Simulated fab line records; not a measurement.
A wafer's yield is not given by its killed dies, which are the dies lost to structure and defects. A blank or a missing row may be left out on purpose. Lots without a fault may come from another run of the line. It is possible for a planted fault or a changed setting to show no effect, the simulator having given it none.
Split-lot experiment    flow n5 finfet    7 lots, 39 wafers read, on a route of 1938 steps

== THE SPLIT ITSELF ==
At N5_SD_EPI_N_ETCH_35 (etches SOC in N2/H2, overetch 108 nm, time 486 s), the setting time s was moved away from the recipe's 486 s on 18 of the 39 wafers read, by -23.2% to +21.0%. All remaining wafers had this setting at the recipe value.

== FROM THE SPLIT ON TO THE READING: in between, the file shows 1 step ==
- N5_SD_EPI_N_STRIP_36: strips in N2/H2

== THE READING ==
SiARC_of_SD_EPI_N_COAT_33.thk nm (the simulator's own value, which no gauge read), in nm, at N5_SD_EPI_N_ETCHBACK_44 (etches SiNx in CH3F/O2, stops on SiO2, target depth 14.5 nm). The file gives no usual value for it. Average 15.8 nm, standard deviation 0.36 nm, over the 21 wafers here run with the recipe.

wafer   tool, chamber at the split  time s as run, s  against the recipe  SiARC_of_SD_EPI_N_COAT_33.thk nm, nm  against lot-mates on the recipe
L076.1  rie diel-06, 3              417.3             -14.1%              18.2                                  +2.0
L076.2  rie diel-06, 0              486               recipe              16.4                                  -
L076.3  rie diel-06, 1              486               recipe              15.8                                  -
L076.4  rie diel-06, 2              417.3             -14.1%              18                                    +1.8
L076.5  rie diel-06, 3              417.3             -14.1%              18.4                                  +2.2
L076.6  rie diel-06, 0              486               recipe              16.4                                  -
L077.1  rie diel-02, 3              486               recipe              15.8                                  -
L077.2  rie diel-02, 2              486               recipe              15.4                                  -
L077.3  rie diel-02, 1              455.8             -6.2%               17                                    +1.3
L077.4  rie diel-02, 0              486               recipe              16                                    -
L077.5  rie diel-02, 1              455.8             -6.2%               17.2                                  +1.5
L077.6  rie diel-02, 2              455.8             -6.2%               16.8                                  +1.1
L086.1  rie diel-01, 2              555.3             +14.3%              13.8                                  -1.8
L086.2  rie diel-01, 0              486               recipe              16                                    -
L086.3  rie diel-01, 1              555.3             +14.3%              13.2                                  -2.4
L086.4  rie diel-01, 3              486               recipe              15.2                                  -
L086.5  rie diel-01, 0              555.3             +14.3%              13.6                                  -2.0
L086.6  rie diel-01, 1              486               recipe              15.6                                  -
L087.2  rie diel-02, 3              486               recipe              15.8                                  -
L087.5  rie diel-02, 0              486               recipe              16                                    -
L087.6  rie diel-02, 1              486               recipe              16.2                                  -
L090.1  rie diel-01, 3              486               recipe              14.8                                  -
L090.2  rie diel-01, 1              588.3             +21.0%              12                                    -3.3
L090.3  rie diel-01, 2              486               recipe              15.6                                  -
L090.4  rie diel-01, 0              486               recipe              15.6                                  -
L090.5  rie diel-01, 1              588.3             +21.0%              12.2                                  -3.1
L090.6  rie diel-01, 0              588.3             +21.0%              12.6                                  -2.7
L092.1  rie diel-01, 0              374.5             -22.9%              19.4                                  +3.5
L092.2  rie diel-01, 2              486               recipe              15.8                                  -
L092.3  rie diel-01, 3              374.5             -22.9%              18.8                                  +2.9
L092.4  rie diel-01, 1              486               recipe              15.8                                  -
L092.5  rie diel-01, 2              486               recipe              16                                    -
L092.6  rie diel-01, 1              374.5             -22.9%              19.2                                  +3.3
L093.1  rie diel-02, 0              486               recipe              15.8                                  -
L093.2  rie diel-02, 2              373.3             -23.2%              19.2                                  +3.4
L093.3  rie diel-02, 3              373.3             -23.2%              19                                    +3.2
L093.4  rie diel-02, 2              486               recipe              15.6                                  -
L093.5  rie diel-02, 0              486               recipe              16                                    -
L093.6  rie diel-02, 3              373.3             -23.2%              19.2                                  +3.4

THE FIT
A straight line over all 39 wafers: SiARC_of_SD_EPI_N_COAT_33.thk nm changes by -0.155 nm for each +1% of time s; r = -0.98; the points scatter about the line by 0.34 nm.
The same after taking each lot's own level away (the mean of its wafers on the recipe; 39 wafers): -0.145 nm for each +1%; r = -0.99; scatter 0.26 nm.
On that fit, the largest move of time s shifts the reading by 3.4 nm.
The span of the lots' own levels, 15.33 to 16.20 nm, comes to 2.4 times the standard deviation stated above.
The two slopes are in agreement: the lot-to-lot level therefore moves the slope only a little.
Check: +3.37 nm against its lot-mates is what the line predicts for one of the wafers moved furthest among these (-23.2%) when that wafer is left out of the fit. Against them it came out at +3.4 nm.

== THE OTHER SPLITS THESE WAFERS WENT THROUGH ==
Other splits were also applied to these wafers ahead of the reading. Each is held against what the fit with the lots' levels taken away leaves over:
other split on the same wafers     wafers away from the commonest value  r with SiARC_of_SD_EPI_N_COAT_33.thk nm (lot level and that fit taken away)
N5_WELL_APT_IMPLANT_15 energy kev  15                                    +0.03
N5_WELL_APT_EXPOSE_22 dose mj      15                                    -0.21
N5_DUMMY_GATE_CVD_03 target thk a  24                                    -0.15
N5_DUMMY_GATE_ETCH_37 source w     15                                    -0.14

== THE WHOLE CHAIN: every reading that the file lists as answering this split, in the file's order ==
step                     what it does                                                 reading                                                                            change (the file's fit)                r (the file's)
N5_SD_EPI_N_ETCH_35      etches SOC in N2/H2, overetch 108 nm, time 486 s             SiARC_of_SD_EPI_N_COAT_33.thk nm (the simulator's own value, which no gauge read)  -0.147 nm for each +1% of the setting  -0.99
N5_SD_EPI_N_ETCH_35      etches SOC in N2/H2, overetch 108 nm, time 486 s             SD_EPI_N.cd nm (the simulator's own value, which no gauge read)                    +0.177 nm for each +1% of the setting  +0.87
N5_SD_EPI_N_ETCHBACK_44  etches SiNx in CH3F/O2, stops on SiO2, target depth 14.5 nm  SD_EPI_N.cd nm (the simulator's own value, which no gauge read)                    +0.175 nm for each +1% of the setting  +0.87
N5_SD_EPI_N_ETCHBACK_44  etches SiNx in CH3F/O2, stops on SiO2, target depth 14.5 nm  SiARC_of_SD_EPI_N_COAT_33.thk nm (the simulator's own value, which no gauge read)  -0.145 nm for each +1% of the setting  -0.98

== THE FILE'S OWN FIT ==
SiARC_of_SD_EPI_N_COAT_33.thk nm changes by -0.145 nm for each +1% of time s, r = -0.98.
